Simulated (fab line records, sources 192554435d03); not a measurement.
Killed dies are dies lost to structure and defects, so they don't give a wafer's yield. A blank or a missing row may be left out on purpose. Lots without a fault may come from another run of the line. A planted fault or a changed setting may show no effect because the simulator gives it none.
One fault seen from 2 desks | flow n5_finfet | each desk has only its own numbers; what lay behind them comes last

THE METROLOGY DESK
What the gauges read, lot by lot, whatever tool the lot ran on: means of the sampled wafers that have a number. A lot is out of limits, marked OUT, if its mean lies more than 4 standard deviations from the usual mean; the brackets give that distance. Of its 10 readings 7 are shown: those that lie furthest out on some lot.
Columns: A = DIBL_N at N5_BEOL_M4_RC_MEAS_101, usual 35.9 mV/V; B = IOFF_N at N5_BEOL_M4_RC_MEAS_101, usual 0.149 nA/um; C = IOFF_P at N5_BEOL_M4_RC_MEAS_101, usual 0.20 nA/um; D = ION_N at N5_BEOL_M4_RC_MEAS_101, usual 671 uA/um; E = ION_P at N5_BEOL_M4_RC_MEAS_101, usual 460 uA/um; F = SS_N at N5_BEOL_M4_RC_MEAS_101, usual 71.4 mV/dec; G = VT_P at N5_BEOL_M4_RC_MEAS_101, usual -251 mV
lot  | first seen here | A    | B     | C    | D   | E   | F    | G
L545 | day 7 21:37     | 34.6 | 0.124 | 0.15 | 658 | 450 | 70.4 | -257
L546 | day 7 22:20     | 35.7 | 0.145 | 0.20 | 669 | 459 | 71.0 | -250
L550 | day 9 07:43     | 35.5 | 0.133 | 0.17 | 670 | 458 | 71.0 | -252
L553 | day 9 17:02     | 36.2 | 0.165 | 0.23 | 687 | 475 | 71.1 | -247
L556 | day 10 20:29    | 35.9 | 0.147 | 0.23 | 662 | 463 | 71.3 | -249
L565 | day 12 19:22    | 35.2 | 0.131 | 0.19 | 662 | 457 | 71.5 | -249
L567 | day 13 12:37    | 38.2 | 0.190 | 0.25 | 687 | 470 | 71.7 | -247
L568 | day 13 15:45    | 35.1 | 0.141 | 0.18 | 675 | 459 | 71.5 | -251
This desk's finding: nothing out of limits on any of the 8 lots.

THE TOOL OWNER'S DESK: cvd_w-01
The tool's own readings at N5_MOL_CONTACT_COAG_CVD_140 (deposits W, target thk 66.5 nm, time 215 s): means of the sampled wafers that have a number, for each lot that ran on this tool. A lot is out of limits, marked OUT, if its mean lies more than 4 standard deviations from the usual mean; the brackets give that distance.
Columns: A = heater_power_outer_w at N5_MOL_CONTACT_COAG_CVD_140, usual 275 W; B = heater_power_w at N5_MOL_CONTACT_COAG_CVD_140, usual 484 W; C = run_length_s at N5_MOL_CONTACT_COAG_CVD_140, usual 286.03 s
lot  | first seen here | A   | B   | C
L546 | day 5 07:33     | 285 | 487 | 286.16
L550 | day 6 19:03     | 294 | 519 | 285.90
L553 | day 7 05:00     | 286 | 494 | 439.35 (+99 or more) OUT
L556 | day 8 07:14     | 280 | 473 | 439.62 (+99 or more) OUT
L565 | day 10 10:02    | 291 | 496 | 286.17
L567 | day 10 16:22    | 296 | 513 | 285.86
L568 | day 10 20:16    | 289 | 502 | 285.81
This desk's finding: out of limits on L553, L556; first on L553, day 7 05:00 (run_length_s at N5_MOL_CONTACT_COAG_CVD_140). In limits: L546, L550, L565, L567, L568.

PUT TOGETHER
The tool owner's desk could have raised an alarm at day 7 05:00, on L553, L556.
The metrology desk saw nothing out of limits.
The metrology desk has L553, L556 on record, within its limits.
Of the lots named, all ran N5_MOL_CONTACT_COAG_CVD_140 on cvd_w-01.

WHAT THE SIMULATOR HAD PUT IN
Process parameter drift: cvd_w-01, from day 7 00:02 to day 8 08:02, at N5_MOL_CONTACT_COAG_CVD_140. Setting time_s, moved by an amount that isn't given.
Lots struck among those shown: L553, L556.
Hours from the fault's start to each desk's first reading out of limits: the tool owner's desk, 5.
